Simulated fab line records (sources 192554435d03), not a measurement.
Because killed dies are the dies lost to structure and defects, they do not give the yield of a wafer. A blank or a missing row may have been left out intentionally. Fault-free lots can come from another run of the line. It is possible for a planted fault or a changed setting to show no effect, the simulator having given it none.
fab line records -- flow n5_finfet
record lots=7, wafers=21
route steps=1938 shown BEOL_M13@1662 BEOL_M14@1770 BEOL_M15@1776 MIM_TOP_LITHO@1843 MIM_BOT_ETCH@1866 PASSIVATION@1930
start_h: start of the lot's first displayed wafer, in hours after the record's first day -- wait_h: how many hours have passed since the lot's step before this one -- " identical to the entry in the row above -- L1.1+2: one row covering several wafers at once -- - no value, or no start was given -- * or withheld: withheld -- < > ~ a bound
route shown NAME@n: a module of which the file shows steps, and the number in the route of the first -- usual: the fault-free wafers' mean and standard deviation -- same: alike in all rows -- chamber/n: place in a boat -- sites: readings site by site -- _std_site: their standard deviation -- _edge_site: mean of outer sites minus mean of inner sites -- radius_mm: how far each site lies from the wafer's centre -- mask NAME#n: copy n -- behind: the tool/chamber that last shaped the wafer -- hold: why the lot was held/for how many hours/how that ended -- device: transistor that didn't switch, given as n, p or np -- end of line: the same wafers' tests at the end of the route -- step lacking rows: just its recipe -- killed: at the first sort, the dies lost to defects and structure; wafer yield is something else -- map: per-die view of a wafer (x killed, . not killed, _ where there is no die)
set.NAME: the setting that was run; set.NAME@STEP: the one run at that earlier step -- model.NAME: the simulator's own value behind a step, which no gauge read
lots whose settings were changed on purpose; a table a step, a row a wafer
## steps
# step N5_BEOL_M13_COAT_04
# recipe spin_rpm=1625, resist_thk_nm=400
lot.wafer,tool,chamber,start_h,wait_h,set.spin_rpm,model.coat_of_BEOL_M13_COAT_04.thk_nm
L077.2,litho_track-01,0,-,-,1625,400.4
L077.4,litho_track-01,0,-,-,1625,400.2
L077.5,litho_track-01,0,-,-,1673,393.8
L082.1,litho_track-03,0,-,-,1625,399.4
L082.2+5,litho_track-03,0,-,-,1625,400.6
L079.1,litho_track-01,0,-,-,1760,387
L079.5,litho_track-01,0,-,-,1625,401
L079.6,litho_track-01,0,-,-,1625,402.8
L085.1,litho_track-03,0,-,-,1625,399.8
L085.5,litho_track-03,0,-,-,1779,382.4
L085.6,litho_track-03,0,-,-,1779,380.4
L089.1,litho_track-01,0,-,-,1625,399.8
L089.2,litho_track-01,0,-,-,1683,393.6
L089.6,litho_track-01,0,-,-,1683,394.2
L093.4,litho_track-04,0,-,-,1625,399.8
L093.5,litho_track-04,0,-,-,1625,400
L093.6,litho_track-04,0,-,-,1625,399.2
L095.1,litho_track-01,0,-,-,1746,385.6
L095.2,litho_track-01,0,-,-,1625,400
L095.4,litho_track-01,0,-,-,1625,399.8
# step N5_BEOL_M13_EBR_06
# recipe solvent=PGMEA, ebr_width_mm=1.5
# step N5_BEOL_M13_SOFTBAKE_05
# recipe temp_c=130, time_s=60
# step N5_BEOL_M13_DESCUM_15
# recipe chemistry=O2, time_s=7.9, source_power_w=50, bias_power_w=20, pressure_mtorr=20, rf_frequency_hz=2.712e+07, temp_c=40, o2_flow_sccm=225
# step N5_BEOL_M13_ETCH_59
# recipe chemistry=N2/H2, target=BARC, target_depth_a=890, overetch_a=267, time_s=67.9, ion_energy_ev=200, pressure_mtorr=30, source_w=840, bias_w=150, n2_flow_sccm=200, h2_flow_sccm=200
lot.wafer,tool,chamber,start_h,wait_h,set.spin_rpm@BEOL_M13_COAT_58,model.etch.depth_nm
L077.2,rie_diel-02,0,270.38,0.0,1500,89.35
L077.4,rie_diel-02,1,270.38,0.0,1554,87.63
L077.5,rie_diel-02,0,270.38,0.0,1554,87.73
L082.1,rie_diel-04,3,295.08,0.0,1500,88.7
L082.2,rie_diel-04,1,295.08,0.0,1500,89.07
L082.5,rie_diel-04,2,295.08,0.0,1500,88.66
L079.1,rie_diel-03,2,295.45,0.0,1500,88.89
L079.5,rie_diel-03,3,295.45,0.0,1500,89.1
L079.6,rie_diel-03,2,295.45,0.0,1500,88.64
L085.1,rie_diel-02,3,302.22,0.0,1597,86.2
L085.5,rie_diel-02,2,302.22,0.0,1597,86.21
L085.6,rie_diel-02,1,302.22,0.0,1500,89.07
L089.1,rie_diel-03,1,342.86,0.0,1500,89.24
L089.2,rie_diel-03,2,342.86,0.0,1500,89.42
L089.6,rie_diel-03,2,342.86,0.0,1500,89.46
L093.4,rie_diel-03,3,359.50,0.0,1500,89.09
L093.5,rie_diel-03,2,359.50,0.0,1500,89.17
L093.6,rie_diel-03,1,359.50,0.0,1336,94.28
L095.1,rie_diel-04,0,389.34,0.0,1629,85.33
L095.2,rie_diel-04,2,389.34,0.0,1629,85.06
L095.4,rie_diel-04,1,389.34,0.0,1500,88.8
# step N5_BEOL_M13_VIA_ETCH_16
# recipe chemistry=C4F8/O2/Ar, target=SiOC, pressure_mtorr=30, source_w=3000, bias_w=700, Ar_flow_sccm=400, C4F8_flow_sccm=15, O2_flow_sccm=8, he_inner_torr=15, he_outer_torr=30, target_depth_a=9217, time_s=withheld, ion_energy_ev=250, ends=cleared
lot.wafer,tool,chamber,start_h,wait_h,set.spin_rpm@BEOL_M13_COAT_04,model.coat_of_BEOL_M13_COAT_04.thk_nm
L077.2,rie_diel-02,0,270.43,0.0,1625,72.2
L077.4,rie_diel-02,1,270.43,0.0,1625,69.8
L077.5,rie_diel-02,0,270.43,0.0,1673,63.2
L082.1,rie_diel-04,3,295.13,0.0,1625,75.2
L082.2,rie_diel-04,1,295.13,0.0,1625,73.8
L082.5,rie_diel-04,2,295.13,0.0,1625,70.4
L079.1,rie_diel-03,2,295.51,0.0,1760,62
L079.5,rie_diel-03,3,295.51,0.0,1625,71.4
L079.6,rie_diel-03,2,295.51,0.0,1625,72.8
L085.1,rie_diel-02,3,302.28,0.0,1625,76.4
L085.5,rie_diel-02,2,302.28,0.0,1779,54.8
L085.6,rie_diel-02,1,302.28,0.0,1779,50.2
L089.1,rie_diel-03,1,342.91,0.0,1625,78
L089.2,rie_diel-03,2,342.91,0.0,1683,70.6
L089.6,rie_diel-03,2,342.91,0.0,1683,67.6
L093.4,rie_diel-03,3,359.55,0.0,1625,65.2
L093.5,rie_diel-03,2,359.55,0.0,1625,72.8
L093.6,rie_diel-03,1,359.55,0.0,1625,67.4
L095.1,rie_diel-04,0,389.39,0.0,1746,58
L095.2,rie_diel-04,2,389.39,0.0,1625,73
L095.4,rie_diel-04,1,389.39,0.0,1625,71.6
# step N5_BEOL_M13_STRIP_63
# recipe chemistry=N2/H2, power_w=1000, temp_c=250, h2_frac=0.65, overash_fraction=0.3, pressure_mtorr=1000, n2_flow_sccm=1750, h2_flow_sccm=3250
# usual strip_time_to_endpoint_s=28.2/0.95
lot.wafer,tool,chamber,start_h,wait_h,set.spin_rpm@BEOL_M13_COAT_04,strip_time_to_endpoint_s
L077.2,plasma_asher-01,0,270.67,-,1625,28.3
L077.4,plasma_asher-01,1,270.67,-,1625,27.6
L077.5,plasma_asher-01,1,270.67,-,1673,25.6
L082.1,plasma_asher-01,1,295.37,-,1625,29.2
L082.2,plasma_asher-01,0,295.37,-,1625,28.8
L082.5,plasma_asher-01,1,295.37,-,1625,27.8
L079.1,plasma_asher-01,1,295.74,-,1760,25.3
L079.5,plasma_asher-01,0,295.74,-,1625,28.1
L079.6,plasma_asher-01,1,295.74,-,1625,28.5
L085.1,plasma_asher-02,0,302.52,-,1625,29.5
L085.5,plasma_asher-02,0,302.52,-,1779,23.1
L085.6,plasma_asher-02,1,302.52,-,1779,21.7
L089.1,plasma_asher-01,0,343.15,-,1625,30.0
L089.2,plasma_asher-01,1,343.15,-,1683,27.9
L089.6,plasma_asher-01,0,343.15,-,1683,27.0
L093.4,plasma_asher-02,0,359.81,-,1625,26.2
L093.5,plasma_asher-02,1,359.81,-,1625,28.5
L093.6,plasma_asher-02,0,359.81,-,1625,26.9
L095.1,plasma_asher-01,1,389.63,-,1746,24.1
L095.2,plasma_asher-01,0,389.63,-,1625,28.5
L095.4,plasma_asher-01,1,389.63,-,1625,28.1
# step N5_BEOL_M13_STRIP_64
# recipe chemistry=N2/H2, power_w=1000, temp_c=250, h2_frac=0.65, overash_fraction=0.3, pressure_mtorr=withheld, n2_flow_sccm=1750, h2_flow_sccm=3250
# usual strip_time_to_endpoint_s=31.31/0.065
lot.wafer,tool,chamber,start_h,wait_h,set.spin_rpm@BEOL_M13_COAT_58,strip_time_to_endpoint_s
L077.2,plasma_asher-01,0,270.73,0.0,1500,31.41
L077.4,plasma_asher-01,1,270.73,0.0,1554,30.92
L077.5,plasma_asher-01,1,270.73,0.0,1554,30.94
L082.1,plasma_asher-01,1,295.43,0.0,1500,31.22
L082.2,plasma_asher-01,0,295.43,0.0,1500,31.34
L082.5,plasma_asher-01,1,295.43,0.0,1500,31.20
L079.1,plasma_asher-01,1,295.80,0.0,1500,31.27
L079.5,plasma_asher-01,0,295.80,0.0,1500,31.34
L079.6,plasma_asher-01,1,295.80,0.0,1500,31.20
L085.1,plasma_asher-02,0,302.58,0.0,1597,30.51
L085.5,plasma_asher-02,0,302.58,0.0,1597,30.50
L085.6,plasma_asher-02,1,302.58,0.0,1500,31.32
L089.1,plasma_asher-01,0,343.21,0.0,1500,31.37
L089.2,plasma_asher-01,1,343.21,0.0,1500,31.43
L089.6,plasma_asher-01,0,343.21,0.0,1500,31.46
L093.4,plasma_asher-02,0,359.87,0.0,1500,31.34
L093.5,plasma_asher-02,1,359.87,0.0,1500,31.37
L093.6,plasma_asher-02,0,359.87,0.0,1336,32.81
L095.1,plasma_asher-01,1,389.69,0.0,1629,30.26
L095.2,plasma_asher-01,0,389.69,0.0,1629,30.17
L095.4,plasma_asher-01,1,389.69,0.0,1500,31.25
# step N5_BEOL_M14_DEP_53
# recipe material=SiCN, target_thk_a=500, temp_c=withheld, precursor=3MS/NH3, pressure_torr=3, rf_w=675, time_s=17.8
lot.wafer,tool,chamber,start_h,wait_h,set.time_s,model.SiCN_of_BEOL_M14_DEP_53.thk_nm
L077.2,pecvd-02,1,281.71,0.0,20.44,57.6
L077.4,pecvd-02,2,281.71,0.0,17.8,49.8
L077.5,pecvd-02,1,281.71,0.0,20.44,58.4
L079.1,pecvd-02,0,305.33,0.0,17.8,50.4
L079.5+6,pecvd-02,"0,2",305.33,0.0,17.8,50.6
L082.1,pecvd-04,2,311.11,0.0,17.8,49.4
L082.2,pecvd-04,1,311.11,0.0,17.8,49.6
L082.5,pecvd-04,1,311.11,0.0,17.8,49.8
L085.1,pecvd-02,2,311.48,0.0,17.8,49
L085.5,pecvd-02,1,311.48,0.0,17.8,50.8
L085.6,pecvd-02,0,311.48,0.0,17.8,51.2
L089.1,pecvd-02,2,355.15,0.0,17.8,49.6
L089.2,pecvd-02,1,355.15,0.0,15.29,43.2
L089.6,pecvd-02,2,355.15,0.0,15.29,42.8
L093.4,pecvd-03,0,375.59,0.0,17.8,50.2
L093.5,pecvd-03,0,375.59,0.0,15.29,42.8
L093.6,pecvd-03,1,375.59,0.0,17.8,51
L095.1+2,pecvd-03,"0,2",401.63,0.0,17.8,49.6
L095.4,pecvd-03,2,401.63,0.0,17.8,50.4
# step N5_BEOL_M15_COAT_04
# recipe spin_rpm=1704, resist_thk_nm=800
lot.wafer,tool,chamber,start_h,wait_h,set.spin_rpm,model.coat_of_BEOL_M15_COAT_04.thk_nm
L077.2,litho_track-05,0,-,-,1704,803.2
L077.4,litho_track-05,0,-,-,1704,803.6
L077.5,litho_track-05,0,-,-,1704,804
L079.1,litho_track-05,0,-,-,1704,795.2
L079.5,litho_track-05,0,-,-,1704,799.4
L079.6,litho_track-05,0,-,-,1704,798
L082.1,litho_track-05,0,-,-,1704,799.6
L082.2,litho_track-05,0,-,-,1704,799
L082.5,litho_track-05,0,-,-,1704,799.4
L085.1,litho_track-01,0,-,-,1704,799
L085.5,litho_track-01,0,-,-,1704,797.6
L085.6,litho_track-01,0,-,-,1566,836.2
L089.1,litho_track-05,0,-,-,1704,800.2
L089.2,litho_track-05,0,-,-,1632,817.6
L089.6,litho_track-05,0,-,-,1704,799.8
L093.4,litho_track-05,0,-,-,1704,800.4
L093.5,litho_track-05,0,-,-,1704,799.6
L093.6,litho_track-05,0,-,-,1704,799.2
L095.1,litho_track-04,0,-,-,1778,783.8
L095.2,litho_track-04,0,-,-,1778,786
L095.4,litho_track-04,0,-,-,1778,784.6
# step N5_BEOL_M15_EBR_06
# recipe solvent=PGMEA, ebr_width_mm=1.5
# step N5_BEOL_M15_SOFTBAKE_05
# recipe temp_c=130, time_s=60
# step N5_BEOL_M15_DESCUM_15
# recipe chemistry=O2, time_s=7.9, source_power_w=50, bias_power_w=20, pressure_mtorr=20, rf_frequency_hz=2.712e+07, temp_c=40, o2_flow_sccm=225
lot.wafer,tool,chamber,start_h,wait_h,set.spin_rpm@BEOL_M15_COAT_04,model.coat_of_BEOL_M15_COAT_04.thk_nm
L077.2,rie_diel-04,3,282.78,0.3,1704,785
L077.4,rie_diel-04,1,282.78,0.3,1704,785.4
L077.5,rie_diel-04,3,282.78,0.3,1704,786
L079.1,rie_diel-04,0,306.11,0.0,1704,777
L079.5,rie_diel-04,2,306.11,0.0,1704,781.2
L079.6,rie_diel-04,1,306.11,0.0,1704,780
L082.1,rie_diel-02,1,312.00,0.0,1704,781.6
L082.2,rie_diel-02,2,312.00,0.0,1704,781
L082.5,rie_diel-02,1,312.00,0.0,1704,781.2
L085.1,rie_diel-04,3,312.35,0.1,1704,781
L085.5,rie_diel-04,1,312.35,0.1,1704,779.6
L085.6,rie_diel-04,2,312.35,0.1,1566,818
L089.1,rie_diel-02,3,355.93,0.0,1704,782
L089.2,rie_diel-02,2,355.93,0.0,1632,799.4
L089.6,rie_diel-02,3,355.93,0.0,1704,781.6
L093.4,rie_diel-02,1,376.37,0.0,1704,782.2
L093.5,rie_diel-02,1,376.37,0.0,1704,781.6
L093.6,rie_diel-02,2,376.37,0.0,1704,781
L095.1,rie_diel-02,2,402.42,0.0,1778,765.8
L095.2,rie_diel-02,3,402.42,0.0,1778,767.8
L095.4,rie_diel-02,0,402.42,0.0,1778,766.4
# step N5_BEOL_M15_ETCH_59
# recipe chemistry=N2/H2, target=BARC, target_depth_a=890, overetch_a=267, time_s=67.9, ion_energy_ev=200, pressure_mtorr=30, source_w=840, bias_w=150, n2_flow_sccm=200, h2_flow_sccm=200
# step N5_BEOL_M15_VIA_ETCH_16
# recipe chemistry=C4F8/O2/Ar, target=SiO2, he_inner_torr=15, he_outer_torr=30, target_depth_a=17922, time_s=withheld, ion_energy_ev=800, pressure_mtorr=20, source_w=1905, bias_w=2040, Ar_flow_sccm=400, C4F8_flow_sccm=16, O2_flow_sccm=12, ends=cleared
lot.wafer,tool,chamber,start_h,wait_h,set.spin_rpm@BEOL_M15_COAT_04,model.coat_of_BEOL_M15_COAT_04.thk_nm
L077.2,rie_diel-04,3,282.86,0.0,1704,333.6
L077.4,rie_diel-04,1,282.86,0.0,1704,336
L077.5,rie_diel-04,3,282.86,0.0,1704,327.6
L079.1,rie_diel-04,0,306.19,0.0,1704,331.2
L079.5,rie_diel-04,2,306.19,0.0,1704,324.2
L079.6,rie_diel-04,1,306.19,0.0,1704,329.6
L082.1,rie_diel-02,1,312.09,0.0,1704,335
L082.2,rie_diel-02,2,312.09,0.0,1704,336.8
L082.5,rie_diel-02,1,312.09,0.0,1704,333.2
L085.1,rie_diel-04,3,312.44,0.0,1704,328
L085.5,rie_diel-04,1,312.44,0.0,1704,332
L085.6,rie_diel-04,2,312.44,0.0,1566,367.4
L089.1,rie_diel-02,3,356.01,0.0,1704,327.4
L089.2,rie_diel-02,2,356.01,0.0,1632,353.6
L089.6,rie_diel-02,3,356.01,0.0,1704,325.6
L093.4,rie_diel-02,1,376.45,0.0,1704,332.6
L093.5,rie_diel-02,1,376.45,0.0,1704,341
L093.6,rie_diel-02,2,376.45,0.0,1704,336
L095.1,rie_diel-02,2,402.51,0.0,1778,321.4
L095.2,rie_diel-02,3,402.51,0.0,1778,309.8
L095.4,rie_diel-02,0,402.51,0.0,1778,322.2
# step N5_MIM_TOP_LITHO_EXPOSE_05
# recipe mask_id=MIM_TOP, na=0.55, source_shape=conventional, sigma_outer=0.8, polarization=unpolarized, target_cd_nm=2000, dose_mj=20.5
lot.wafer,tool,chamber,start_h,wait_h,mask,set.dose_mj
L077.2+4,krf_scanner-01,0,293.23,-,MIM_TOP#0,21.35
L077.5,krf_scanner-01,0,293.23,-,MIM_TOP#0,20.5
L079.1,krf_scanner-01,0,315.84,-,MIM_TOP#0,20.07
L079.5+6,krf_scanner-01,0,315.84,-,MIM_TOP#0,20.5
L082.1+2+5,krf_scanner-02,0,320.85,-,MIM_TOP#0,20.5
L085.1+5+6,krf_scanner-01,0,324.65,-,MIM_TOP#0,20.5
L089.1+2+6,krf_scanner-01,0,364.42,-,MIM_TOP#0,20.5
L093.4+5,krf_scanner-01,0,386.29,-,MIM_TOP#0,20.5
L093.6,krf_scanner-01,0,386.29,-,MIM_TOP#0,22
L095.1+2+4,krf_scanner-01,0,414.86,-,MIM_TOP#0,20.5
# step N5_MIM_TOP_LITHO_PEB_06
# recipe peb_temp_c=withheld, peb_time_s=*
# step N5_MIM_TOP_LITHO_DEVELOP_07
# recipe develop_time_s=60, rinse_liquid=diw, dry=air_spin, dev_temp_c=21
# step N5_MIM_TOP_LITHO_HARDBAKE_09
# recipe temp_c=130, time_s=120
# step N5_MIM_TOP_LITHO_CD_MEAS_08
# recipe target_cd_nm=2000, landing_energy_ev=500, detector=se_inlens
# usual cd_nm=1998.5/1.9
lot.wafer,tool,chamber,start_h,wait_h,set.dose_mj@MIM_TOP_LITHO_EXPOSE_05,cd_nm
L077.2,cd_sem-03,0,293.40,-,21.35,1990.9
L077.4,cd_sem-03,0,293.40,-,21.35,1989.7
L077.5,cd_sem-03,0,293.40,-,20.5,1999.4
L079.1,cd_sem-01,0,316.01,-,20.07,2001.5
L079.5,cd_sem-01,0,316.01,-,20.5,1996.2
L079.6,cd_sem-01,0,316.01,-,20.5,1996.6
L082.1,cd_sem-01,0,321.02,-,20.5,1997.1
L082.2,cd_sem-01,0,321.02,-,20.5,1996.8
L082.5,cd_sem-01,0,321.02,-,20.5,1998.0
L085.1,cd_sem-03,0,324.83,-,20.5,1999.0
L085.5,cd_sem-03,0,324.83,-,20.5,1997.5
L085.6,cd_sem-03,0,324.83,-,20.5,2000.5
L089.1,cd_sem-02,0,364.60,-,20.5,1998.8
L089.2,cd_sem-02,0,364.60,-,20.5,1999.9
L089.6,cd_sem-02,0,364.60,-,20.5,1997.0
L093.4,cd_sem-02,0,386.45,-,20.5,1998.6
L093.5,cd_sem-02,0,386.45,-,20.5,1998.1
L093.6,cd_sem-02,0,386.45,-,22,1983.9
L095.1,cd_sem-01,0,415.04,-,20.5,1998.1
L095.2,cd_sem-01,0,415.04,-,20.5,1998.4
L095.4,cd_sem-01,0,415.04,-,20.5,1997.4
# step N5_MIM_BOT_ETCH_ETCH_04
# recipe chemistry=CF4/O2, target=SiNx, target_depth_a=260, time_s=13, ion_energy_ev=100, pressure_mtorr=40, source_w=535, bias_w=49, Ar_flow_sccm=100, cf4_flow_sccm=100, O2_flow_sccm=10
lot.wafer,tool,chamber,start_h,wait_h,set.time_s,model.etch.depth_nm
L077.2,rie_diel-06,0,294.43,0.0,13,26.14
L077.4,rie_diel-06,2,294.43,0.0,13.87,27.7
L077.5,rie_diel-06,1,294.43,0.0,13.87,27.74
L079.1,rie_diel-06,3,317.32,0.0,15,29.7
L079.5,rie_diel-06,1,317.32,0.0,13,26.25
L079.6,rie_diel-06,2,317.32,0.0,15,30.52
L082.1,rie_diel-06,1,322.10,0.0,13,26.14
L082.2,rie_diel-06,3,322.10,0.0,13,25.95
L082.5,rie_diel-06,0,322.10,0.0,13,26.46
L085.1,rie_diel-01,3,326.20,0.0,13,25.77
L085.5,rie_diel-01,2,326.20,0.0,14.63,30.19
L085.6,rie_diel-01,1,326.20,0.0,13,25.83
L089.1,rie_diel-06,3,365.55,0.0,15.4,30.18
L089.2,rie_diel-06,0,365.55,0.0,15.4,30.89
L089.6,rie_diel-06,0,365.55,0.0,13,26.17
L093.4,rie_diel-05,1,387.46,0.0,13,25.64
L093.5,rie_diel-05,1,387.46,0.0,13,25.49
L093.6,rie_diel-05,2,387.46,0.0,10.27,20.73
L095.1,rie_diel-05,3,417.08,0.0,13,26.15
L095.2,rie_diel-05,2,417.08,0.0,13,26.32
L095.4,rie_diel-05,1,417.08,0.0,15.11,30.21
# step N5_PASSIVATION_ETCH_54
# recipe chemistry=CHF3/O2, target=SiO2, target_depth_a=8800, CHF3_flow_sccm=50, O2_flow_sccm=5, Ar_flow_sccm=200, time_s=440, mask_material=PR, pressure_mtorr=30, source_w=650, bias_w=170, ion_energy_ev=200
lot.wafer,tool,chamber,start_h,wait_h,set.time_s,model.PASSIVATION.feature_depth_nm,model.etch.depth_nm
L077.2,rie_diel-06,3,300.70,0.1,440,886.8,886.9
L077.4,rie_diel-06,0,300.70,0.1,440,878,878
L077.5,rie_diel-06,1,300.70,0.1,440,875.2,875.2
L079.1,rie_diel-06,0,322.95,0.1,440,893,893
L079.5,rie_diel-06,1,322.95,0.1,440,880.8,880.8
L079.6,rie_diel-06,2,322.95,0.1,487.9,983,982.9
L082.1,rie_diel-05,0,327.22,0.1,440,863,863
L082.2,rie_diel-05,1,327.22,0.1,440,862.8,862.8
L082.5,rie_diel-05,0,327.22,0.1,440,857.8,857.7
L085.1+5,rie_diel-01,"3,0",332.39,0.1,440,875.6,875.6
L085.6,rie_diel-01,3,332.39,0.1,440,876.8,876.9
L089.1,rie_diel-01,1,371.85,0.1,440,863.8,863.9
L089.2,rie_diel-01,2,371.85,0.1,358.4,731,730.9
L089.6,rie_diel-01,3,371.85,0.1,358.4,711,711
L093.4,rie_diel-06,3,392.94,0.1,440,879,879
L093.5,rie_diel-06,0,392.94,0.1,489.9,974,974
L093.6,rie_diel-06,1,392.94,0.1,489.9,967.2,967.3
L095.1,rie_diel-05,0,422.53,0.1,440,876.8,876.8
L095.2,rie_diel-05,2,422.53,0.1,440,897,896.9
L095.4,rie_diel-05,3,422.53,0.1,440,888.4,888.3
## key
split step=N5_BEOL_M13_COAT_04, setting=spin_rpm, stated=1625, by=wafer
response step=N5_BEOL_M13_COAT_04, reading=model.coat_of_BEOL_M13_COAT_04.thk_nm, change=-1.89, per=1%, r=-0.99
response step=N5_BEOL_M13_VIA_ETCH_16, reading=model.coat_of_BEOL_M13_COAT_04.thk_nm, change=-2, per=1%, r=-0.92
response step=N5_BEOL_M13_STRIP_63, reading=strip_time_to_endpoint_s, change=*, per=1%, r=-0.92
split step=N5_BEOL_M14_DEP_53, setting=time_s, stated=17.8, by=wafer
response step=N5_BEOL_M14_DEP_53, reading=model.SiCN_of_BEOL_M14_DEP_53.thk_nm, change=+0.526, per=1%, r=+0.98
split step=N5_BEOL_M15_COAT_04, setting=spin_rpm, stated=1704, by=wafer
response step=N5_BEOL_M15_COAT_04, reading=model.coat_of_BEOL_M15_COAT_04.thk_nm, change=-4.57, per=1%, r=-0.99
response step=N5_BEOL_M15_DESCUM_15, reading=model.coat_of_BEOL_M15_COAT_04.thk_nm, change=-4.55, per=1%, r=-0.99
response step=N5_BEOL_M15_VIA_ETCH_16, reading=model.coat_of_BEOL_M15_COAT_04.thk_nm, change=-5, per=1%, r=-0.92
split step=N5_MIM_TOP_LITHO_EXPOSE_05, setting=dose_mj, stated=20.5, by=wafer
response step=N5_MIM_TOP_LITHO_CD_MEAS_08, reading=cd_nm, change=-2.05, per=1%, r=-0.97
split step=N5_MIM_BOT_ETCH_ETCH_04, setting=time_s, stated=13, by=wafer
response step=N5_MIM_BOT_ETCH_ETCH_04, reading=model.etch.depth_nm, change=+0.251, per=1%, r=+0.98
split step=N5_PASSIVATION_ETCH_54, setting=time_s, stated=440, by=wafer
response step=N5_PASSIVATION_ETCH_54, reading=model.PASSIVATION.feature_depth_nm, change=+8.01, per=1%, r=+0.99
response step=N5_PASSIVATION_ETCH_54, reading=model.etch.depth_nm, change=+8.01, per=1%, r=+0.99
split outside_this_file step=N5_BEOL_M13_COAT_58 setting=spin_rpm
# split outside_this_file: this setting was split too, and the file shows its column; the key of that split is in another file
